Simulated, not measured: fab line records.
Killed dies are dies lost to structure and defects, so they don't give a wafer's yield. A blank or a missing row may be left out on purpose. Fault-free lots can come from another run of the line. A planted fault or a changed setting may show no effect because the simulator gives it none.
fab line records	flow nandHarc
record: lots: 14	wafers: 42	lastDay: 34
route steps=1302 shown A_STAIRCASE@639
lots that met no fault: taken from a fault-free run of the same line
startH: hours from the record's first day to the start of the lot's first wafer shown	waitH: hours from the lot's prior step to this one	" unchanged from the row above	L1.1+2: a single row standing in for several wafers	- no value, or no start given	* or withheld: withheld	< > ~ a bound
route shown NAME@n: names a module that has steps shown in the file, with the first one's number in the route	usual: mean/standard deviation of fault-free wafers	same: alike in all rows	chamber/n: place in a boat	sites: per-site readings	_std_site: standard deviation across them	_edge_site: the outer-site mean with the inner-site mean subtracted	radiusMm: how far each site lies from the wafer's centre	mask NAME#n: copy n	behind: the last tool/chamber to shape the wafer	hold: cause of the lot's hold/its duration in hours/its outcome	device: the transistor (n, p or np) that didn't switch	end of line: tests of these same wafers at the route's end	a step given without rows: its recipe and nothing more	killed: dies lost to structure and defects at the first sort, not the wafer's yield	map: shows each die of a wafer: x if killed, . if not, _ if none is there
set.NAME: setting as actually run; set.NAME@STEP: the setting as run at that earlier step	model.NAME: the simulator's own value behind a step, which no gauge read
route steps across a sampled set of lots; one table per step, one row per wafer
services: from which hour (startH, from the record's first day; less than 0 if before it) a tool's chamber was out of use, for how many hours, and why
== steps ==
step: NHARC_A_STAIRCASE_DEP_156
recipe: targetThkA: 500	tempC: 400	targetThkNm: 50	flowSccm: 200	rfW: 450	material: SiNx
usual: heaterPowerW: 730/110
lot.wafer	tool	chamber	startH	waitH	heaterPowerW
L490.3	pecvd-04	1	356.27	0.1	643
L490.2	"	0	"	"	742
L490.5	"	2	"	"	668
L492.1	pecvd-02	1	369.83	0.1	678
L492.2	"	0	"	"	967
L492.4	"	0	"	"	938
L491.1	pecvd-01	2	369.88	0.1	892
L491.4	"	0	"	"	644
L491.6	"	2	"	"	891
L494.1	pecvd-02	2	404.64	0.1	717
L494.3	"	1	"	"	565
L494.5	"	0	"	"	870
L496.2	pecvd-01	0	407.32	0.1	687
L496.3	"	1	"	"	747
L496.1	"	2	"	"	786
L495.2	pecvd-01	0	412.60	0.1	648
L495.1	"	1	"	"	759
L495.4	"	2	"	"	828
L498.1	pecvd-01	1	420.97	0.2	746
L498.4	"	0	"	"	665
L498.5	"	1	"	"	760
L497.3	pecvd-04	1	421.09	0.2	671
L497.5	"	1	"	"	678
L497.4	"	2	"	"	662
L499.2	pecvd-02	2	458.91	0.1	793
L499.3	"	0	"	"	859
L499.5	"	2	"	"	819
L502.1	pecvd-02	0	459.05	0.1	983
L502.3	"	1	"	"	584
L502.4	"	0	"	"	979
L500.2	pecvd-04	0	463.63	0.1	841
L500.1	"	1	"	"	644
L500.4	"	2	"	"	653
L509.4	pecvd-02	0	560.87	0.2	942
L509.6	"	1	"	"	587
L509.5	"	2	"	"	708
L510.3	pecvd-04	0	572.06	0.1	844
L510.2	"	1	"	"	576
L510.4	"	1	"	"	575
L513.3	pecvd-01	0	600.85	0.1	603
L513.5	"	1	"	"	717
L513.6	"	2	"	"	934
step: NHARC_A_STAIRCASE_TRIM_14
recipe: timeS: 211.2	o2FlowSccm: 500	arFlowSccm: 0	biasW: 0	chemistry: O2
usual: chamberPressureMTorr: 60.00/0.05	drypumpMotorCurrentA: 5.8/0.5	oesProductAu: 1.002/0.011	rfVppV: 57.8/0.93	runLengthS: 232.5/0.53	showerheadPlenumPTorr: 3.56/0.12	throttleValvePct: 17.038/0.0093
same: biasW: 0
lot.wafer	tool	chamber	startH	waitH	chamberPressureMTorr	drypumpMotorCurrentA	oesProductAu	rfHoursCounterH	rfVppV	runLengthS	showerheadPlenumPTorr	throttleValvePct
L490.2	rieDiel-09	2	-	-	60.04	5.8	1.024	10	57.4	233.0	3.55	17.048
L490.3	"	1	"	"	60.00	6.6	1.008	12	58.6	232.3	3.61	17.055
L490.5	"	3	"	"	59.98	5.7	1.003	-	58.5	232.3	3.68	17.044
L491.4	rieDiel-01	3	-	-	60.01	5.9	1.012	57	58.0	233.1	3.36	17.045
L491.1	"	0	"	"	59.97	5.2	1.012	51	58.7	233.1	3.78	17.040
L491.6	"	3	"	"	60.08	6.0	1.011	-	56.1	233.2	3.36	17.030
L492.2	rieDiel-04	2	-	-	60.06	5.7	0.980	2	57.8	233.3	3.60	17.027
L492.4	"	0	"	"	60.10	5.2	0.988	1	58.0	231.9	3.59	17.038
L492.1	"	1	"	"	60.01	5.3	0.989	2	58.2	232.1	3.74	17.059
L494.3	rieDiel-04	0	-	-	59.95	5.2	0.995	11	57.7	231.5	3.59	17.033
L494.1	"	1	"	"	60.00	5.3	0.993	12	57.6	232.4	3.73	17.039
L494.5	"	3	"	"	59.95	6.4	0.981	-	57.3	232.3	3.45	17.045
L496.2	rieDiel-09	1	-	-	60.01	6.6	0.998	27	59.7	232.2	3.60	17.032
L496.3	"	3	"	"	59.93	5.7	0.996	26	58.1	232.3	3.67	17.030
L496.1	"	0	"	"	59.96	6.2	1.001	24	58.6	232.9	3.33	17.028
L495.2	rieDiel-09	3	-	-	59.93	5.7	1.009	29	58.3	232.3	3.67	17.035
L495.1	"	0	"	"	59.95	6.2	1.004	27	57.9	232.6	3.33	17.033
L495.4	"	1	"	"	60.06	6.6	1.004	29	59.4	232.5	3.60	17.046
L498.4	rieDiel-04	0	-	-	60.03	5.2	0.994	18	58.1	231.6	3.58	17.043
L498.1	"	1	"	"	60.06	5.3	1.000	17	57.5	232.0	3.73	17.044
L498.5	"	3	"	"	59.95	6.4	0.995	-	56.6	232.5	3.45	17.043
L497.4	rieDiel-04	3	-	-	59.96	6.4	0.990	14	57.6	232.2	3.45	17.029
L497.3	"	1	"	"	59.99	5.3	1.007	17	57.2	232.0	3.73	17.039
L497.5	"	3	"	"	60.03	6.5	0.972	-	57.0	232.5	3.44	17.043
L499.3	rieDiel-01	0	-	-	60.04	5.2	1.012	29	59.5	233.2	3.76	17.048
L499.2	"	3	"	"	59.97	6.0	0.996	21	57.1	232.6	3.35	17.047
L499.5	"	0	"	"	59.96	5.3	1.019	-	57.3	232.6	3.76	17.031
L502.4	rieDiel-04	0	-	-	59.95	5.2	0.999	28	57.8	231.5	3.58	17.044
L502.1	"	1	"	"	59.95	5.2	1.010	28	57.8	231.8	3.72	17.045
L502.3	"	2	"	"	59.98	5.7	1.003	29	58.8	233.3	3.58	17.033
L500.1	rieDiel-04	0	-	-	60.02	5.2	1.000	30	58.7	231.6	3.58	17.018
L500.2	"	1	"	"	60.07	5.3	0.996	30	58.1	232.1	3.72	17.037
L500.4	"	0	"	"	59.97	5.2	0.996	-	56.4	231.5	3.58	17.041
L509.6	rieDiel-04	2	-	-	59.96	5.7	1.009	-	57.2	233.2	3.56	17.035
L509.5	"	3	"	"	59.97	6.4	0.993	-	57.4	232.5	3.42	17.051
L509.4	"	0	"	"	60.05	5.3	1.000	-	56.6	232.4	3.56	17.032
L510.3	rieDiel-04	2	-	-	60.02	5.6	1.016	6	58.7	233.0	3.56	17.030
L510.2	"	3	"	"	60.02	6.4	0.990	6	57.3	232.2	3.42	17.037
L510.4	"	2	"	"	60.03	5.6	1.009	-	58.3	233.6	3.56	17.024
L513.3	rieDiel-09	2	-	-	59.96	5.8	1.022	33	59.0	233.0	3.50	17.045
L513.6	"	3	"	"	60.06	5.7	1.002	-	58.1	232.1	3.64	17.049
L513.5	"	0	"	"	59.99	6.2	1.005	-	57.9	232.8	3.30	17.040
step: NHARC_A_STAIRCASE_TRIM_16
recipe: timeS: 211.2	o2FlowSccm: 500	arFlowSccm: 0	biasW: 0	chemistry: O2
usual: chamberPressureMTorr: 60.00/0.062	drypumpMotorCurrentA: 5.8/0.5	oesProductAu: 1.002/0.01	rfVppV: 57.8/0.83	runLengthS: 232.5/0.53	showerheadPlenumPTorr: 3.56/0.12	throttleValvePct: 17.038/0.0092
same: biasW: 0
lot.wafer	tool	chamber	startH	waitH	chamberPressureMTorr	drypumpMotorCurrentA	oesProductAu	rfHoursCounterH	rfVppV	runLengthS	showerheadPlenumPTorr	throttleValvePct
L490.3	rieDiel-09	3	359.63	-	59.93	5.7	1.008	8	57.5	231.9	3.68	17.027
L490.2	"	0	"	"	59.95	6.2	0.992	10	57.7	233.3	3.33	17.038
L490.5	"	0	"	"	60.04	6.2	1.001	-	56.5	232.8	3.33	17.039
L491.1	rieDiel-01	0	373.21	-	60.07	5.3	1.017	51	59.0	232.6	3.78	17.035
L491.4	"	2	"	"	60.03	6.6	0.999	50	56.3	232.3	3.62	17.045
L491.6	"	3	"	"	60.01	6.0	1.019	-	57.3	232.7	3.36	17.035
L492.1	rieDiel-04	2	373.36	-	59.94	5.7	0.993	2	57.9	233.4	3.60	17.041
L492.2	"	0	"	"	60.03	5.2	0.999	1	58.2	231.6	3.59	17.031
L492.4	"	1	"	"	60.05	5.3	0.999	2	56.4	232.3	3.74	17.049
L494.1	rieDiel-04	2	407.87	-	59.98	5.7	1.001	12	56.8	233.2	3.59	17.036
L494.3	"	0	"	"	60.04	5.2	0.999	11	57.7	232.4	3.59	17.024
L494.5	"	3	"	"	59.94	6.4	0.988	-	56.9	232.3	3.45	17.038
L496.1	rieDiel-09	1	410.43	-	59.90	6.6	1.012	27	58.1	232.2	3.60	17.029
L496.2	"	2	"	"	60.03	5.8	1.019	29	57.7	233.0	3.54	17.047
L496.3	"	3	"	"	59.94	5.7	1.007	26	59.0	232.2	3.67	17.047
L495.4	rieDiel-09	0	416.21	-	59.99	6.2	0.995	27	57.0	233.1	3.33	17.036
L495.2	"	1	"	"	59.95	6.6	1.009	30	59.2	232.5	3.60	17.049
L495.1	"	2	"	"	60.09	5.8	1.028	31	58.4	233.3	3.54	17.040
L498.1	rieDiel-04	1	424.55	-	60.00	5.3	1.010	17	57.3	232.1	3.73	17.034
L498.4	"	0	"	"	60.08	5.2	0.995	19	57.5	231.7	3.58	17.043
L498.5	"	1	"	"	60.06	5.3	1.001	-	57.4	231.9	3.73	17.049
L497.4	rieDiel-04	2	424.82	-	60.02	5.7	1.000	18	57.3	233.4	3.59	17.044
L497.3	"	3	"	"	59.69	6.5	0.985	14	56.5	232.3	3.45	17.040
L497.5	"	2	"	"	60.01	5.7	1.006	-	57.7	233.1	3.59	17.037
L499.3	rieDiel-01	1	462.25	-	59.89	5.2	0.986	25	58.4	232.5	3.60	17.042
L499.2	"	3	"	"	60.03	6.0	1.010	21	57.7	232.5	3.35	17.043
L499.5	"	1	"	"	59.88	5.2	0.984	-	58.6	232.4	3.60	17.040
L502.1	rieDiel-04	2	462.53	-	60.02	5.7	1.006	29	57.4	233.1	3.58	17.035
L502.4	"	3	"	"	60.06	6.4	0.998	24	56.8	232.2	3.44	17.041
L502.3	"	0	"	"	60.08	5.3	0.991	28	57.9	231.6	3.58	17.042
L500.1	rieDiel-04	0	467.00	-	59.93	5.3	0.990	30	57.1	231.6	3.58	17.016
L500.2	"	1	"	"	60.02	5.3	0.994	30	57.8	231.7	3.72	17.037
L500.4	"	2	"	"	60.00	5.6	1.000	-	57.8	233.5	3.58	17.018
L509.6	rieDiel-04	0	564.41	-	60.09	5.2	0.992	-	58.8	291.4	3.56	17.047
L509.5	"	2	"	"	59.99	5.7	1.012	-	58.2	293.0	3.56	17.033
L509.4	"	3	"	"	60.07	6.5	0.979	-	56.0	232.7	3.42	17.028
L510.3	rieDiel-04	3	575.50	-	59.99	6.5	0.989	6	58.3	232.9	3.42	17.037
L510.2	"	2	"	"	60.00	5.7	1.001	6	56.7	292.9	3.56	17.044
L510.4	"	0	"	"	60.00	5.2	1.006	-	57.0	231.7	3.56	17.031
L513.3	rieDiel-09	3	604.21	-	60.01	5.7	0.997	33	58.8	232.4	3.64	17.034
L513.5	"	3	"	"	59.93	5.7	1.000	-	58.2	232.3	3.64	17.052
L513.6	"	0	"	"	59.98	6.2	1.003	-	56.4	233.5	3.29	17.035
step: NHARC_A_STAIRCASE_TRIM_24
recipe: timeS: 211.2	o2FlowSccm: 500	arFlowSccm: 0	biasW: 0	chemistry: O2
usual: chamberPressureMTorr: 60.00/0.055	drypumpMotorCurrentA: 5.9/0.49	oesProductAu: 1.003/0.011	rfVppV: 57.9/0.91	runLengthS: 232.6/0.43	showerheadPlenumPTorr: 3.55/0.14	throttleValvePct: 17.037/0.0085
same: biasW: 0
lot.wafer	tool	chamber	startH	waitH	chamberPressureMTorr	drypumpMotorCurrentA	oesProductAu	rfHoursCounterH	rfVppV	runLengthS	showerheadPlenumPTorr	throttleValvePct
L490.2	rieDiel-09	3	-	-	60.03	5.7	1.004	9	57.8	232.0	3.68	17.039
L490.3	"	1	"	"	59.97	6.6	0.999	12	58.1	232.2	3.60	17.042
L490.5	"	2	"	"	59.98	5.8	1.017	-	58.7	232.9	3.55	17.028
L491.1	rieDiel-09	0	-	-	60.01	6.2	0.993	14	58.2	232.7	3.33	17.022
L491.4	"	2	"	"	59.95	5.8	1.007	15	57.0	233.2	3.55	17.054
L491.6	"	0	"	"	59.91	6.2	0.994	-	56.6	232.7	3.33	17.034
L492.4	rieDiel-01	3	-	-	59.98	6.0	1.009	58	58.7	232.7	3.36	17.034
L492.1	"	0	"	"	60.00	5.3	1.012	52	58.9	232.9	3.78	17.039
L492.2	"	1	"	"	60.04	5.1	0.989	50	58.2	232.5	3.61	17.046
L494.1	rieDiel-04	2	-	-	59.92	5.6	1.002	13	59.4	233.2	3.59	17.042
L494.3	"	1	"	"	60.03	5.3	1.009	12	58.3	232.1	3.73	17.023
L494.5	"	2	"	"	60.00	5.6	1.010	-	58.0	233.4	3.59	17.025
L496.2	rieDiel-09	3	-	-	59.96	5.7	1.001	26	58.1	232.1	3.67	17.051
L496.1	"	0	"	"	60.01	6.2	1.001	25	56.2	233.1	3.33	17.032
L496.3	"	2	"	"	59.89	5.8	1.020	29	59.0	233.5	3.54	17.036
L495.4	rieDiel-09	2	-	-	60.08	5.8	1.007	32	58.6	233.4	3.54	17.037
L495.2	"	3	"	"	59.93	5.7	1.003	29	58.0	232.2	3.67	17.040
L495.1	"	0	"	"	59.86	6.2	0.987	27	57.6	233.5	3.33	17.034
L498.4	rieDiel-04	0	-	-	60.09	5.2	0.984	19	58.8	231.7	3.58	17.032
L498.1	"	1	"	"	59.91	5.3	0.995	18	58.6	232.6	3.73	17.040
L498.5	"	2	"	"	59.95	5.7	1.009	-	57.5	233.0	3.59	17.044
L497.3	rieDiel-09	2	-	-	59.91	5.8	1.007	35	57.7	233.1	3.54	17.036
L497.4	"	0	"	"	60.03	6.2	0.988	30	56.3	233.2	3.32	17.043
L497.5	"	2	"	"	59.96	5.8	1.014	-	58.5	233.4	3.54	17.034
L499.3	rieDiel-01	3	-	-	60.02	6.0	1.010	21	57.0	232.7	3.35	17.031
L499.2	"	0	"	"	60.03	5.2	1.027	29	57.3	232.7	3.76	17.028
L499.5	"	3	"	"	59.97	6.0	1.015	-	58.3	232.9	3.35	17.031
L502.3	rieDiel-04	2	-	-	60.06	5.6	0.995	30	58.9	233.4	3.58	17.022
L502.1	"	3	"	"	59.96	6.5	0.980	24	57.4	232.4	3.44	17.039
L502.4	"	1	"	"	60.00	5.3	0.987	28	58.8	231.8	3.72	17.038
L500.4	rieDiel-09	2	-	-	60.00	5.8	1.014	51	57.4	232.9	3.53	17.034
L500.2	"	3	"	"	59.99	5.7	1.001	45	58.8	232.0	3.66	17.047
L500.1	"	1	"	"	59.90	6.6	1.003	49	58.6	232.4	3.58	17.042
L509.4	rieDiel-09	1	-	-	60.03	6.6	1.007	16	56.5	232.2	3.57	17.053
L509.5	"	0	"	"	59.88	6.2	1.004	-	58.5	233.2	3.30	17.034
L509.6	"	1	"	"	60.04	6.6	1.014	-	57.5	232.2	3.57	17.030
L510.4	rieDiel-01	0	-	-	59.96	5.3	1.004	3	57.8	232.8	3.74	17.027
L510.2	"	1	"	"	59.98	5.2	0.995	3	58.0	232.6	3.58	17.030
L510.3	"	2	"	"	60.01	6.6	0.994	3	57.7	232.6	3.59	17.036
L513.3	rieDiel-09	0	-	-	59.98	6.2	1.006	30	57.2	233.1	3.29	17.034
L513.5	"	1	"	"	59.96	6.6	1.007	-	59.0	232.3	3.56	17.030
L513.6	"	2	"	"	60.13	5.8	1.019	-	57.9	233.2	3.50	17.038
== services ==
tool	chamber	startH	hours	kind
rieDiel-04	-	355.63	9.0	pm
rieDiel-01	2	361.11	8.2	repair
rieDiel-09	0	374.58	1.4	repair
rieDiel-04	2	374.58	1.4	repair
pecvd-02	-	376.41	2.5	repair
rieDiel-01	-	380.98	9.0	pm
rieDiel-04	3	384.01	14.6	repair
pecvd-01	-	408.49	1.6	repair
pecvd-02	-	408.59	13.0	pm
rieDiel-01	3	409.01	15.4	repair
rieDiel-01	2	411.48	2.7	repair
rieDiel-04	-	457.47	0.5	repair
pecvd-02	2	460.94	18.1	repair
pecvd-02	2	482.89	11.0	repair
pecvd-01	-	492.34	13.0	pm
rieDiel-09	-	498.49	9.0	pm
pecvd-02	0	517.60	13.8	repair
rieDiel-04	-	533.12	9.0	pm
rieDiel-01	3	541.46	4.9	repair
rieDiel-01	-	557.98	9.0	pm
rieDiel-04	1	560.84	20.0	repair
pecvd-02	0	566.65	61.4	repair
rieDiel-04	2	587.25	2.7	repair
pecvd-02	-	589.71	13.0	pm
== key ==
firstSign: step: NHARC_A_STAIRCASE_TRIM_16	reading: runLengthS	direction: up	sigmas: 99+	usual: *	struck: *
effect none on later readings
metAt NHARC_A_STAIRCASE_TRIM_16
struckLots L509,L510
struckWafers L509.5,L509.6,L510.2
laterRowsLeftOut L509.5,L509.6,L510.2
sortLeftOut L509.5,L509.6,L510.2
testerLeftOut L509,L510
notActingAt NHARC_A_STAIRCASE_DEP_156,NHARC_A_STAIRCASE_TRIM_14,NHARC_A_STAIRCASE_TRIM_24
onsetBetween 467.00 564.41
fault: kind: processParameterDrift	tool: rieDiel-04	chamber: -	onsetH: 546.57	steps: NHARC_A_STAIRCASE_TRIM_16	channel: timeS	offset: *	shape: step	endH: 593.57	scope: struckWafersOnly	actsIn: *	stated: *
testerLeftOut: of these lots the tester's yield and bins aren't shown, on N5 and GAA mostly nor the transistor test; their killed dies are dies lost to structure and defects alone, not to doping, threshold or leakage, so they don't give the yield
sortLeftOut: the simulated sort isn't trusted on such a fault, so these wafers' sort isn't shown, and their yield isn't known
laterRowsLeftOut: the simulator's readings of these wafers behind a module that went badly wrong aren't trusted and aren't shown, but for the sort
